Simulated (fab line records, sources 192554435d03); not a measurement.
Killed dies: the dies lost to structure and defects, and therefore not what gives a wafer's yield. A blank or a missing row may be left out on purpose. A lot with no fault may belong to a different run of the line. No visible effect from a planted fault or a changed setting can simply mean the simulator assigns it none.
Comparing a struck lot with a sound one | flow n5-finfet | 37 out of 1938 route steps
Sound: wafers L155.2, L155.3, L155.6. The struck wafers were L145.1, L145.2, L145.6. The cause comes at the end.
At each step with rows: each side's tool, then ch and its chambers, then its first start. Under that, the readings that differ: sound wafers | struck wafers | difference of the means | sigmas: that difference in standard deviations of wafers without a fault.
alike: a reading whose means differ by less than 2 such deviations, as well as words and numbers matching on both sides. not compared: withheld readings; readings where some wafer has no value; bounds like >300 that might hide an equal value; numbers whose values overlap and for which the record gives no deviation.
A row with sigmas, a row that says differs or no value, or rows on one side alone: a step with any of these is where the two part. When numbers do not overlap yet have no deviation, they are printed without sigmas and do not part them. Lack of a reading on every wafer of one side parts them only where that side has two or more wafers.

first, 11 steps without rows for these wafers: N5_BEOL_M9_PRECLEAN_42 (cleans in residue remover, time 60 s); N5_BEOL_M9_SRD_43 (time 30 s); N5_BEOL_M9_CURE_72 (cures SiCOH lowk, time 120 s); N5_BEOL_M9_DEGAS_44 (time 60 s); N5_BEOL_M9_PRE_CLEAN_45 (time 30 s); N5_BEOL_M9_ALD_74 (deposits TaN, target thk 2 nm, pulse time 2 s, purge time 3 s); N5_BEOL_M9_SURFACE_TREAT_79; N5_BEOL_M9_CVD_78 (deposits Co from CCTBA/H2, target thk 2 nm, time 138.9 s); N5_BEOL_M9_SPUTTER_48 (material Cu, target thk 12 nm, time 2 s); N5_BEOL_M9_ECD_50 (material Cu, target thk 318 nm); N5_BEOL_M9_ANNEAL_51 (time 90 s).
N5_BEOL_M9_CMP_52: polishes, stops on SiCOH lowk, t overpolish 7 s, target thk 140 nm.
  sound on cmp-02 ch 1,3, day 14 15:50; struck on cmp-02 ch 0,1,3, day 11 14:11
  reading                              | sound             | struck            | difference | sigmas
  clearing-platen-down-force-psi (psi) | 1.506 1.506 1.506 | 1.497 1.500 1.495 | -0.009     | -3
  alike: barrier-field-endpoint-s, motor-current-A, overpolish-run-s, slurry-flow-ml-min, time-to-endpoint-s
  not compared: pad-life-wafers
then, 2 steps without rows for these wafers: N5_BEOL_M9_PRE_CLEAN_55 (time 15 s); N5_BEOL_M9_DEP_56 (deposits SiCN from 3MS/NH3, target thk 15 nm, time 26.5 s).
N5_BEOL_M9_INSPECT_58: inspects for defects (darkfield).
  sound on defect-inspect-02, day 14 16:17; struck on defect-inspect-02, day 11 14:38
  reading          | sound      | struck      | difference | sigmas
  raw-defect-count | 105 117 81 | 419 392 390 | +299       | +12
then, 12 steps without rows for these wafers: N5_BEOL_M10_ILD_DEP_00 (deposits SiCOH lowk from DEMS/porogen, target thk 308.51 nm, time 58 s); N5_BEOL_M10_CURE_71 (cures SiCOH lowk, time 240 s); N5_BEOL_M10_PECVD_70 (deposits SiO2 from TEOS/O2, target thk 20 nm, time 22.7 s); N5_BEOL_M10_HM_DEP_02 (deposits TiN, target thk 20 nm); N5_BEOL_M10_COAT_59 (time 60 s, resist thk 100 nm); N5_BEOL_M10_COAT_60 (time 60 s, resist thk 30 nm); N5_BEOL_M10_COAT_05 (resist thk 90 nm); N5_BEOL_M10_EBR_07; N5_BEOL_M10_SOFTBAKE_06 (time 60 s); N5_BEOL_M10_EXPOSE_08 (exposes mask M10); N5_BEOL_M10_PEB_09 (peb time 60 s); N5_BEOL_M10_DEVELOP_10 (develop time 30 s).
N5_BEOL_M10_INSPECT_13: inspects for defects (brightfield).
  sound on defect-inspect-01, day 14 18:15; struck on defect-inspect-02, day 11 20:49
  reading          | sound       | struck      | difference | sigmas
  raw-defect-count | 450 505 400 | 884 759 694 | +327       | +4
then, 7 steps without rows for these wafers: N5_BEOL_M10_DESCUM_16 (chemistry O2, time 7.9 s); N5_BEOL_M10_ETCH_61 (etches SiARC in CF4, target depth 39 nm, time 65 s); N5_BEOL_M10_ETCH_62 (etches SOC in N2/H2, target depth 110 nm, overetch 22 nm, time 165 s); N5_BEOL_M10_STRIP_68 (strips in N2/H2); N5_BEOL_M10_STRIP_67 (strips in CF4); N5_BEOL_M10_HM_OPEN_17 (chemistry Cl2/BCl3, target TiN, target depth 20 nm, overetch 6 nm); N5_BEOL_M10_STRIP_19 (strips in O2).
N5_BEOL_M10_INSPECT_30: inspects for defects (brightfield).
  sound on defect-inspect-01, day 14 20:46; struck on defect-inspect-02, day 11 23:55
  reading          | sound       | struck      | difference | sigmas
  raw-defect-count | 464 543 422 | 880 724 677 | +284       | +3
-- record jumps: 2 days separate the struck wafers' starts on either side; left off in module BEOL_M10, taken up again in module PASSIVATION, whose first shown step is the route's number 1936 --
N5_PASSIVATION_PROBE_49:
  sound on prober-01, day 16 21:37; struck on prober-01, day 14 01:23
  reading                  | sound          | struck         | difference | sigmas
  defect-limited-yield (%) | 92.0 90.9 90.4 | 65.6 67.3 67.3 | -24.4      | -17
  killed_at_M4_up          | 7 10 7         | 307 284 289    | +285       | +50
  killed-at-contacts       | 35 22 22       | 11 11 12       | -15        | -2
  killed-dies              | 94 107 113     | 406 386 386    | +288       | +17
  killed-on-rim            | 15 9 17        | 56 56 53       | +41        | +10
  sort_bin_5_function (%)  | 4.9 4.9 5.3    | 21.3 18.9 20.3 | +15.1      | +16
  sort_bin_6_memory (%)    | 3.0 3.6 4.2    | 11.0 11.9 10.7 | +7.6       | +12
  sort-n-pass              | 1086 1073 1067 | 774 794 794    | -288       | -17
  sort-yield-pct (%)       | 92.0 90.9 90.4 | 65.6 67.3 67.3 | -24.4      | -17
  alike: killed_at_M0_to_M3, killed-at-front-end, killed-at-other, killed-open, killed-short, sort_bin_8_speed

## WHERE THEY PART
Last at N5_PASSIVATION_PROBE_49 as far as this record goes, first at N5_BEOL_M9_CMP_52.

WHY: whatever the simulator had introduced
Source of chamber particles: cmp-02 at N5_BEOL_M9_CMP_52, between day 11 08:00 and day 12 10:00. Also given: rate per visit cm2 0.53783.
